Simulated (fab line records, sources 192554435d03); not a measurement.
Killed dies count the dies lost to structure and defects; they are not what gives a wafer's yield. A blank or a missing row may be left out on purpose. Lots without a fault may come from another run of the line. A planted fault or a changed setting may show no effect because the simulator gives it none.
fab line records	flow n5-finfet
record: lots: 5	wafers: 15	last-day: 17
route steps=1938 shown HKMG_FIN@456 GATE_CUT@465 BEOL_M4@1111 PASSIVATION@1936
lots that met no fault: taken from a fault-free run of the same line
start-h: start of the lot's first displayed wafer, in hours after the record's first day	wait-h: hours elapsed since this lot's preceding step	" repeats the value in the row above	L1.1+2: a row that stands for several wafers	- either no value or no given start	* or withheld: withheld	< > ~ a bound
route shown NAME@n: a module of which the file shows steps, and the number in the route of the first	usual: mean/standard deviation of fault-free wafers	same: alike in all rows	chamber/n: place in a boat	sites: readings site by site	_std_site: the values' standard deviation	_edge_site: inner sites' mean taken away from outer sites' mean	radius-mm: for every site, how far away it sits from the centre of the wafer	mask NAME#n: copy n	behind: the tool/chamber that last shaped the wafer	hold: cause of the lot's hold/its duration in hours/its outcome	device: names the non-switching transistor (n, p or np)	end of line: the same wafers' tests at the end of the route	step lacking rows: just its recipe	killed: dies lost to structure and defects at the first sort, not the wafer's yield	map: the dies of a wafer, with x for killed, . for not killed, _ for no die there
set.NAME: the setting the step ran with; set.NAME@STEP: the setting that earlier step ran with	model.NAME: the simulator's own value behind a step, which no gauge read
certain route steps with their lots: each step a table, each wafer a row
services: from which hour (start-h, from the record's first day; less than 0 if before it) a tool's chamber was out of use, for how many hours, and why
== steps ==
step: N5_HKMG_FIN_ALD_21
recipe: material: TiN	target-thk-a: 15	temp-c: 400	ald-precursor-family: TiCl4	ald-co-reactant: NH3	pulse-time-s: 1	purge-time-s: 3	co-reactant-purge-time-s: 2	co-reactant-pulse-time-s: 2	ald-cycles: 68	pressure-torr: 3
step: N5_HKMG_FIN_ALD_72
recipe: material: W	target-thk-a: 20	temp-c: 300	pressure-torr: 7.5	ald-precursor-family: WF6	ald-co-reactant: B2H6	pulse-time-s: 1	purge-time-s: 2	co-reactant-purge-time-s: 2	co-reactant-pulse-time-s: 3	ald-cycles: 7
usual: chamber-pressure-Torr: 7.501/0.016	heater-power-outer-w: 303/57	heater-power-w: 535/91	precursor-pulse-height-rel: 1.000/0.018	susceptor-temp-C: 299.98/0.19
lot.wafer	tool	chamber	start-h	wait-h	chamber-pressure-Torr	heater-power-outer-w	heater-power-w	precursor-pulse-height-rel	susceptor-temp-C
L381.1	cvd-w-01	1	81.62	0.2	7.537	365	644	0.999	299.83
L381.3	"	0	"	"	7.496	276	473	1.002	299.68
L381.6	"	1	"	"	7.516	367	631	1.031	299.86
L387.1	cvd-w-01	1	117.53	0.2	7.465	363	650	1.006	300.13
L387.2	"	0	"	"	7.538	276	474	1.016	299.95
L387.5	"	0	"	"	7.512	281	471	0.998	299.63
L392.2	cvd-w-02	0	147.77	0.2	7.501	293	548	0.995	300.09
L392.3	"	0	"	"	7.513	293	531	0.986	300.21
L392.6	"	1	"	"	7.506	206	398	1.019	300.17
L396.2	cvd-w-02	1	177.44	0.2	7.498	209	406	1.015	299.78
L396.3	"	0	"	"	7.526	297	543	0.977	299.77
L396.5	"	1	"	"	7.482	211	408	1.025	300.27
L404.1	cvd-w-01	1	218.62	0.2	7.497	374	647	0.950	300.22
L404.2	"	0	"	"	7.477	278	478	1.001	299.93
L404.4	"	0	"	"	7.495	274	470	1.004	299.96
step: N5_HKMG_FIN_W_FILL_22
recipe: material: W	target-thk-a: 600	temp-c: 400	pressure-torr: 39.4	time-s: 18.2
step: N5_HKMG_FIN_PRECLEAN_83
recipe: chemistry: DIW	time-s: 57.5	temp-c: 23
step: N5_HKMG_FIN_SRD_84
recipe: dry-time-s: 32	dry: n2-spin	spin-rpm: 1500
step: N5_HKMG_FIN_CMP_23
recipe: stop-on: SiNx	t-overpolish-s: 10	post-cmp-clean: rinse-only	down-force-psi: 4	platen-rpm: 50.289	pad-velocity-m-s: 1.0006	target-thk-nm: 46.326
step: N5_HKMG_FIN_CMP_94
recipe: stop-on: SiNx	post-cmp-clean: w-dilute-nh4oh	t-overpolish-s: 4.7	down-force-psi: 4	platen-rpm: 50.289	pad-velocity-m-s: 1.0006	target-thk-nm: 43.299
usual: motor-current-A: 12.7/1.2
same: t-overpolish-s: 4.7
lot.wafer	tool	chamber	start-h	wait-h	motor-current-A
L381.3	cmp-02	3	82.27	0.4	11.0
L381.1	"	0	"	"	12.2
L381.6	"	0	"	"	12.1
L387.1	cmp-01	2	118.24	0.3	12.5
L387.2	"	3	"	"	13.4
L387.5	"	1	"	"	11.2
L392.3	cmp-01	2	148.42	0.4	12.4
L392.2	"	1	"	"	11.7
L392.6	"	3	"	"	13.2
L396.3	cmp-02	0	178.09	0.4	12.4
L396.2	"	2	"	"	14.4
L396.5	"	1	"	"	11.9
L404.1	cmp-01	2	219.27	0.4	12.9
L404.2	"	0	"	"	13.7
L404.4	"	1	"	"	11.5
step: N5_HKMG_FIN_INSPECT_28
recipe: inspect-instrument: darkfield	mode: post-cmp
usual: raw-defect-count: 41/15
lot.wafer	tool	chamber	start-h	wait-h	raw-defect-count
L381.1	defect-inspect-02	-	82.51	0.0	94
L381.3	"	-	"	"	58
L381.6	"	-	"	"	88
L387.1	defect-inspect-02	-	118.41	0.0	39
L387.2	"	-	"	"	36
L387.5	"	-	"	"	18
L392.2	defect-inspect-02	-	148.65	0.0	41
L392.3	"	-	"	"	42
L392.6	"	-	"	"	39
L396.2	defect-inspect-02	-	178.33	0.0	47
L396.3	"	-	"	"	41
L396.5	"	-	"	"	51
L404.1	defect-inspect-02	-	219.50	0.0	31
L404.2	"	-	"	"	22
L404.4	"	-	"	"	34
step: N5_GATE_CUT_ETCHBACK_00
recipe: chemistry: SF6/Cl2	target: W	pressure-mtorr: 8	icp-w: 900	bias-w: 80	SF6_flow_sccm: 40	Cl2_flow_sccm: 60
usual: drypump-motor-current-A: 5.7/0.48	oes-product-au: 0.78/0.074	rf-fwd-power-W: 894.8/2.9	throttle-valve-pct: 27.64/0.29
lot.wafer	tool	chamber	start-h	wait-h	drypump-motor-current-A	oes-product-au	rf-fwd-power-W	rf-hours-counter-h	throttle-valve-pct
L381.1	rie-metal-03	0	82.54	0.0	5.7	0.95	896.8	0	27.67
L381.3	"	0	"	"	5.7	0.97	897.4	-	27.66
L381.6	"	0	"	"	5.7	0.96	896.8	-	27.65
L387.1	rie-metal-01	0	118.45	0.0	5.6	0.76	893.7	44	27.46
L387.2	"	1	"	"	4.9	0.83	899.7	28	27.35
L387.5	"	0	"	"	5.6	0.76	900.5	-	27.48
L392.2	rie-metal-02	1	148.69	0.0	6.3	0.82	897.5	24	27.69
L392.3	"	1	"	"	6.3	0.81	895.7	-	27.70
L392.6	"	1	"	"	6.2	0.81	894.3	-	27.69
L396.2	rie-metal-01	0	178.36	0.0	5.6	0.75	895.5	49	27.46
L396.3	"	0	"	"	5.7	0.76	889.3	-	27.47
L396.5	"	0	"	"	5.6	0.75	893.8	-	27.48
L404.1	rie-metal-02	0	219.54	0.0	6.0	0.71	897.9	78	28.19
L404.2	"	1	"	"	6.3	0.79	896.6	31	27.71
L404.4	"	0	"	"	6.0	0.71	898.8	-	28.20
step: N5_GATE_CUT_ETCH_56
recipe: chemistry: Cl2/Ar	target: TiN	target-depth-a: 216	pressure-mtorr: 10	icp-w: 600	bias-w: 60	Cl2_flow_sccm: 40	Ar_flow_sccm: 60
usual: drypump-motor-current-A: 5.7/0.48	mfc-ar-sccm: 60.02/0.18	oes-product-au: 0.78/0.069	rf-fwd-power-W: 595.5/2.5	throttle-valve-pct: 20.93/0.18
lot.wafer	tool	chamber	start-h	wait-h	drypump-motor-current-A	mfc-ar-sccm	oes-product-au	rf-fwd-power-W	rf-hours-counter-h	throttle-valve-pct
L381.1	rie-metal-03	0	82.66	0.1	5.8	60.03	0.94	601.3	1	20.92
L381.3	"	0	"	"	5.8	60.07	0.94	599.8	-	20.92
L381.6	"	0	"	"	5.8	59.83	0.95	598.5	-	20.92
L387.1	rie-metal-01	0	118.57	0.1	5.6	60.14	0.76	597.7	44	20.99
L387.2	"	1	"	"	4.9	60.06	0.84	598.7	28	20.64
L387.5	"	0	"	"	5.6	59.95	0.75	595.9	-	20.98
L392.2	rie-metal-02	1	148.81	0.1	6.3	60.15	0.79	593.0	24	21.11
L392.3	"	1	"	"	6.3	60.03	0.79	592.2	-	21.12
L392.6	"	1	"	"	6.3	59.95	0.80	595.2	-	21.13
L396.2	rie-metal-01	0	178.48	0.1	5.6	60.24	0.75	595.9	49	20.97
L396.3	"	0	"	"	5.6	60.02	0.76	595.6	-	20.98
L396.5	"	0	"	"	5.6	59.95	0.75	595.5	-	20.98
L404.1	rie-metal-02	0	219.66	0.1	6.0	59.80	0.74	589.2	78	21.10
L404.2	"	1	"	"	6.3	59.95	0.79	593.1	31	21.13
L404.4	"	0	"	"	6.0	59.64	0.74	593.4	-	21.09
step: N5_GATE_CUT_ETCHBACK_30
recipe: chemistry: Cl2/Ar	target: TiN	target-depth-a: 30	mode: isotropic	pressure-mtorr: 10	icp-w: 600	bias-w: 60	Cl2_flow_sccm: 40	Ar_flow_sccm: 60
step: N5_GATE_CUT_VAPOR_ETCH_60
recipe: chemistry: BCl3/Cl2	target: HfO2	mode: isotropic
usual: drypump-motor-current-A: 5.7/0.48	oes-product-au: 0.78/0.074
lot.wafer	tool	chamber	start-h	wait-h	drypump-motor-current-A	oes-product-au
L381.1	rie-metal-03	0	82.78	0.0	5.8	0.96
L381.3	"	0	"	"	5.8	0.95
L381.6	"	0	"	"	5.8	0.95
L387.1	rie-metal-01	0	118.69	0.0	5.6	0.77
L387.2	"	1	"	"	4.9	0.83
L387.5	"	0	"	"	5.6	0.77
L392.2	rie-metal-02	1	148.93	0.0	6.3	0.96
L392.3	"	1	"	"	6.3	0.96
L392.6	"	1	"	"	6.3	0.97
L396.2	rie-metal-01	0	178.60	0.0	5.6	0.75
L396.3	"	0	"	"	5.6	0.76
L396.5	"	0	"	"	5.6	0.76
L404.1	rie-metal-02	0	219.78	0.0	5.9	0.71
L404.2	"	1	"	"	6.3	0.78
L404.4	"	0	"	"	5.9	0.71
step: N5_GATE_CUT_ETCH_58
recipe: chemistry: CH3F/O2	target: SiNx	target-depth-a: 170	time-s: 128.6	ion-energy-ev: 50	pressure-mtorr: 30	source-w: 415	bias-w: 21	Ar_flow_sccm: 150	CH3F_flow_sccm: 30	O2_flow_sccm: 20
usual: drypump-motor-current-A: 6.0/0.45	mfc-ar-sccm: 150.0/0.51	oes-product-au: 0.79/0.1	rf-fwd-power-W: 413.2/1.2	rf-vpp-V: 99.1/0.91	showerhead-plenum-p-Torr: 2.00/0.059	throttle-valve-pct: 16.29/0.27
lot.wafer	tool	chamber	start-h	wait-h	drypump-motor-current-A	mfc-ar-sccm	oes-product-au	rf-fwd-power-W	rf-hours-counter-h	rf-vpp-V	showerhead-plenum-p-Torr	throttle-valve-pct
L381.1	rie-diel-03	3	82.83	0.0	5.7	150.3	0.69	413.7	185	99.6	2.07	16.48
L381.3	"	0	"	"	6.2	150.6	0.70	413.4	226	98.4	1.96	16.19
L381.6	"	1	"	"	5.7	150.1	0.78	408.8	-	98.8	1.91	16.51
L387.1	rie-diel-03	3	118.74	0.0	5.7	150.2	0.69	412.0	194	100.6	2.07	16.48
L387.2	"	2	"	"	6.6	150.5	0.67	414.3	245	100.2	2.05	16.56
L387.5	"	2	"	"	6.6	151.3	0.67	414.7	-	99.0	2.05	16.58
L392.2	rie-diel-02	0	148.98	0.0	6.3	149.8	0.69	414.1	200	99.9	2.08	16.18
L392.3	"	2	"	"	6.1	149.1	0.69	415.0	242	99.8	1.97	16.73
L392.6	"	3	"	"	5.2	149.5	0.86	413.4	-	98.6	1.96	16.08
L396.2	rie-diel-06	2	178.65	0.0	5.4	149.9	0.75	413.4	162	98.5	1.99	16.55
L396.3	"	3	"	"	5.4	149.4	0.89	411.1	36	102.0	2.13	16.07
L396.5	"	1	"	"	5.5	151.0	0.97	412.2	-	98.7	1.96	16.06
L404.1	rie-diel-02	0	219.83	0.0	6.2	150.6	0.67	411.5	224	101.0	2.07	16.23
L404.2	"	1	"	"	6.6	149.8	0.79	413.0	104	99.1	2.01	16.09
L404.4	"	3	"	"	5.3	150.3	0.81	413.5	64	99.2	1.95	16.12
step: N5_BEOL_M4_RC_MEAS_101
usual: DIBL_N: 36.1/2	DIBL_P: 36.3/2.4	IOFF_N: 0.15/0.035	IOFF_P: 0.21/0.039	ION_N: 672/15	ION_P: 463/9.7	SS_N: 71.5/0.7	SS_P: 73.2/0.75	VT_N: 251/3.6	VT_P: -250/3.8
lot.wafer	tool	chamber	start-h	wait-h	DIBL_N[mV/V]	DIBL_P[mV/V]	IOFF_N[nA/um]	IOFF_P[nA/um]	ION_N[uA/um]	ION_P[uA/um]	SS_N[mV/dec]	SS_P[mV/dec]	VT_N[mV]	VT_P[mV]
L381.1	prober-01	0	174.26	0.0	35.5	35.3	0.14	0.20	668	469	70.8	72.7	252	-247
L381.3	"	0	"	"	37.1	36.5	0.15	0.21	655	457	72.1	73.5	255	-249
L381.6	"	0	"	"	34.0	33.5	0.11	0.18	651	456	70.9	72.8	257	-251
L387.1	prober-02	0	206.40	0.0	36.7	37.1	0.15	0.19	663	453	71.9	73.7	251	-254
L387.2	"	0	"	"	37.2	37.9	0.16	0.20	680	461	71.2	74.1	251	-251
L387.5	"	0	"	"	35.5	34.0	0.12	0.15	641	444	70.8	72.2	257	-255
L392.2	prober-02	0	239.99	0.2	37.9	37.6	0.18	0.25	661	452	72.7	73.6	249	-248
L392.3	"	0	"	"	34.5	34.4	0.14	0.20	670	468	71.2	72.3	249	-249
L392.6	"	0	"	"	34.5	34.2	0.14	0.19	656	449	71.5	72.7	252	-251
L396.2	prober-01	0	264.07	0.2	37.5	37.4	0.18	0.27	688	476	72.2	73.8	248	-242
L396.3	"	0	"	"	33.1	33.3	0.13	0.20	684	474	70.5	72.5	252	-247
L396.5	"	0	"	"	34.8	34.1	0.14	0.22	680	476	72.0	72.7	251	-246
L404.1	prober-02	0	306.59	0.0	37.4	37.0	0.18	0.25	682	466	71.8	73.7	247	-246
L404.2	"	0	"	"	34.5	33.2	0.13	0.19	672	467	70.8	72.8	253	-248
L404.4	"	0	"	"	35.6	34.8	0.14	0.21	681	475	71.1	73.0	249	-248
step: N5_PASSIVATION_PROBE_49
usual: defect-limited-yield: 91.1/1.6	killed_at_M0_to_M3: 35/11	killed_at_M4_up: 13/5.4	killed-at-contacts: 13/6.5	killed-at-front-end: 40/14	killed-at-other: 4/3.1	killed-dies: 105/18	killed-open: 69/14	killed-short: 34/7.3	sort_bin_5_function: 5.2/0.96	sort_bin_6_memory: 3.4/0.77	sort-n-pass: 1075/19	sort-yield-pct: 91.1/1.6
same: gross-dies: 1180	killed-at-back-side: 0	sort_bin_4_leakage[%]: 0	sort_bin_8_speed[%]: 0
lot.wafer	tool	chamber	start-h	wait-h	defect-limited-yield[%]	killed_at_M0_to_M3	killed_at_M4_up	killed-at-contacts	killed-at-front-end	killed-at-other	killed-dies	killed-open	killed-short	sort_bin_5_function[%]	sort_bin_6_memory[%]	sort-n-pass	sort-yield-pct[%]
L381.1	prober-01	-	289.63	0.0	93.9	20	21	2	24	5	72	45	24	4.4	1.4	1108	93.9
L381.3	prober-01	-	289.73	0.1	90.6	38	21	17	34	1	111	75	35	5.3	3.8	1069	90.6
L381.6	prober-01	-	289.88	0.3	92.2	44	15	6	24	3	92	55	33	4.8	2.8	1088	92.2
L387.1	prober-02	-	313.95	0.0	92.4	45	13	12	15	5	90	58	29	4.8	2.7	1090	92.4
L387.2	prober-02	-	314.00	0.1	88.4	60	11	30	32	4	137	94	41	5.9	5.0	1043	88.4
L387.5	prober-02	-	314.15	0.2	90.3	37	21	11	43	3	115	79	36	6.2	3.4	1065	90.3
L392.2	prober-01	-	349.18	0.1	91.9	22	3	15	52	3	95	65	30	4.4	3.4	1085	91.9
L392.3	prober-01	-	349.23	0.1	92.2	23	9	18	42	0	92	59	33	4.9	2.5	1088	92.2
L392.6	prober-01	-	349.38	0.3	90.8	28	8	6	63	3	108	75	32	5.0	3.9	1072	90.8
L396.2	prober-01	-	370.03	0.1	91.5	33	14	31	17	5	100	59	41	5.3	2.9	1080	91.5
L396.3	prober-01	-	370.08	0.1	91.2	42	7	15	28	12	104	67	31	5.5	2.8	1076	91.2
L396.5	prober-01	-	370.18	0.2	91.3	23	18	24	33	5	103	67	32	5.8	2.5	1077	91.3
L404.1	prober-02	-	413.80	0.0	91.5	30	16	6	42	6	100	67	28	4.3	3.5	1080	91.5
L404.2	prober-02	-	413.85	0.1	93.6	14	19	12	31	0	76	56	19	4.2	2.2	1104	93.6
L404.4	prober-02	-	413.95	0.2	91.5	31	15	7	47	0	100	66	31	5.1	3.1	1080	91.5
killed by level:class
L381.1 BEOL_M4:geometric-particle:open=10 STI_FIN_REVEAL:geometric-particle:open=7 BEOL_M0_SAQP:geometric-particle:open=7 BEOL_M0_SAQP:geometric-particle:short=4 BEOL_M5:geometric-particle:open=3 STARTING-WAFER:geometric-particle:short=3 STI_FIN_REVEAL:geometric-particle:short=2 DUMMY_GATE:geometric-particle:open=2
L381.3 MOL_CONTACT_COAG:geometric-particle:open=16 BEOL_M0_SAQP:geometric-particle:open=11 BEOL_M0_SAQP:geometric-particle:short=10 FIN_SAQP:geometric-particle:open=6 BEOL_M5:geometric-particle:open=6 STI_FIN_REVEAL:geometric-particle:open=5 GATE_CUT:geometric-particle:short=5 GATE_CUT:geometric-particle:open=4
L381.6 BEOL_M0_SAQP:geometric-particle:short=10 BEOL_M0_SAQP:geometric-particle:open=9 STI_FIN_REVEAL:geometric-particle:open=6 GATE_CUT:geometric-particle:short=6 BEOL_M3:geometric-particle:open=6 BEOL_M1:geometric-particle:open=5 BEOL_M2:geometric-particle:open=5 BEOL_M0_CUTY:coat-microbubble-printed=4
L387.1 BEOL_M2:geometric-particle:open=21 MOL_CONTACT_COAG:geometric-particle:open=6 MOL_CONTACT_COAG:geometric-particle:short=6 BEOL_M1:geometric-particle:open=6 BEOL_M3:geometric-particle:open=5 BEOL_M0_SAQP:geometric-particle:short=4 FIN_SAQP:geometric-particle:open=3 STI_FIN_REVEAL:geometric-particle:open=3
L387.2 MOL_CONTACT_COAG:geometric-particle:open=24 BEOL_M3:geometric-particle:open=13 STI_FIN_REVEAL:geometric-particle:open=12 BEOL_M2:geometric-particle:open=12 BEOL_M1:geometric-particle:open=11 BEOL_M1:geometric-particle:short=10 MOL_CONTACT_COAG:geometric-particle:short=6 BEOL_M0_SAQP:geometric-particle:short=5
L387.5 STI_FIN_REVEAL:geometric-particle:open=18 BEOL_M2:geometric-particle:open=12 BEOL_M4:geometric-particle:open=10 GATE_CUT:geometric-particle:short=8 MOL_CONTACT_COAG:geometric-particle:open=7 BEOL_M0_SAQP:geometric-particle:short=7 GATE_CUT:geometric-particle:open=6 BEOL_M2:geometric-particle:short=5
L392.2 STI_FIN_REVEAL:geometric-particle:open=15 MOL_CONTACT_COAG:geometric-particle:open=12 FIN_SAQP:geometric-particle:short=8 FIN_SAQP:geometric-particle:open=8 BEOL_M3:geometric-particle:open=7 BEOL_M1:geometric-particle:open=4 BEOL_M2:geometric-particle:open=4 STARTING-WAFER:geometric-particle:open=4
L392.3 MOL_CONTACT_COAG:geometric-particle:open=16 FIN_SAQP:geometric-particle:short=6 FIN_SAQP:geometric-particle:open=6 GATE_CUT:geometric-particle:short=6 BEOL_M0_SAQP:geometric-particle:short=5 BEOL_M2:geometric-particle:open=5 BEOL_M3:geometric-particle:open=5 STI_FIN_REVEAL:geometric-particle:open=4
L392.6 FIN_SAQP:geometric-particle:open=14 FIN_SAQP:geometric-particle:short=12 STI_FIN_REVEAL:geometric-particle:open=10 DUMMY_GATE:geometric-particle:open=9 BEOL_M1:geometric-particle:open=7 BEOL_M3:geometric-particle:open=6 GATE_CUT:geometric-particle:open=5 MOL_CONTACT_COAG:geometric-particle:open=5
L396.2 MOL_CONTACT_COAG:geometric-particle:short=16 MOL_CONTACT_COAG:geometric-particle:open=15 BEOL_M3:geometric-particle:open=12 BEOL_M0_SAQP:geometric-particle:short=7 FIN_SAQP:geometric-particle:short=6 BEOL_M5:geometric-particle:open=6 STI_FIN_REVEAL:geometric-particle:open=4 BEOL_M0_SAQP:geometric-particle:open=4
L396.3 MOL_CONTACT_COAG:geometric-particle:open=14 BEOL_M0_SAQP:geometric-particle:open=8 BEOL_M1:geometric-particle:open=8 BEOL_M2:geometric-particle:open=7 FIN_SAQP:geometric-particle:short=6 BEOL_M3:geometric-particle:open=6 MIM_TOP_ETCH:geometric-particle:open=6 FIN_SAQP:geometric-particle:open=4
L396.5 MOL_CONTACT_COAG:geometric-particle:open=22 FIN_SAQP:geometric-particle:short=12 BEOL_M4:geometric-particle:open=7 STI_FIN_REVEAL:geometric-particle:open=6 BEOL_M0_SAQP:geometric-particle:open=6 BEOL_M0_SAQP:geometric-particle:short=6 FIN_SAQP:geometric-particle:open=5 BEOL_M1:geometric-particle:open=5
L404.1 FIN_SAQP:geometric-particle:open=12 BEOL_M1:geometric-particle:open=9 STI_FIN_REVEAL:geometric-particle:open=8 BEOL_M0:geometric-particle:open=6 BEOL_M5:geometric-particle:open=5 FIN_SAQP:geometric-particle:short=4 DUMMY_GATE:geometric-particle:open=3 GATE_CUT:geometric-particle:short=3
L404.2 MOL_CONTACT_COAG:geometric-particle:open=11 FIN_SAQP:geometric-particle:open=7 DUMMY_GATE:geometric-particle:open=7 BEOL_M5:geometric-particle:open=5 BEOL_M3:geometric-particle:open=4 BEOL_M4:geometric-particle:open=4 STARTING-WAFER:geometric-particle:open=4 BEOL_M0_SAQP:geometric-particle:short=3
L404.4 STI_FIN_REVEAL:geometric-particle:open=12 BEOL_M0_SAQP:geometric-particle:open=10 FIN_SAQP:geometric-particle:open=9 GATE_CUT:geometric-particle:short=8 BEOL_M0_SAQP:geometric-particle:short=8 DUMMY_GATE:geometric-particle:open=6 BEOL_M5:geometric-particle:open=5 BEOL_M4:geometric-particle:short=4
== services ==
tool	chamber	start-h	hours	kind
cmp-02	-	59.73	6.5	pm
cvd-w-01	1	61.01	9.3	repair
rie-diel-06	1	63.75	8.0	repair
cvd-w-01	-	74.74	1.2	repair
cmp-01	-	83.26	0.6	repair
rie-diel-03	3	88.50	7.6	repair
cmp-01	-	101.37	3.6	repair
cmp-02	-	118.29	2.6	repair
rie-diel-03	2	135.89	-	clean
rie-diel-03	2	135.89	-	consumable-replace:focus-ring
rie-diel-03	2	135.89	17.7	scheduled-down
rie-diel-03	2	135.89	17.7	vent-cycle
rie-diel-02	-	142.37	0.3	repair
cmp-02	-	144.83	5.2	repair
rie-diel-03	0	154.19	-	clean
rie-diel-03	0	154.19	-	consumable-replace:focus-ring
rie-diel-03	0	154.19	17.6	scheduled-down
rie-diel-03	0	154.19	17.6	vent-cycle
rie-metal-01	-	168.05	2.8	pm
cvd-w-02	-	173.33	2.9	repair
cmp-01	-	180.63	0.8	repair
cmp-01	-	190.22	0.7	repair
cvd-w-01	0	191.28	10.6	repair
rie-metal-03	-	218.58	4.9	repair
== key ==
first-sign: step: N5_GATE_CUT_VAPOR_ETCH_60	reading: oes-product-au	direction: up	sigmas: 2.5	usual: 0.78	struck: 0.96
effect none on later readings
met-at N5_GATE_CUT_VAPOR_ETCH_60
struck-wafers L392.2,L392.3,L392.6
fault: kind: process-parameter-drift	tool: rie-metal-02	chamber: 1	onset-h: 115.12	steps: N5_GATE_CUT_VAPOR_ETCH_60	channel: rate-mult	offset: 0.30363	shape: step	end-h: 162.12
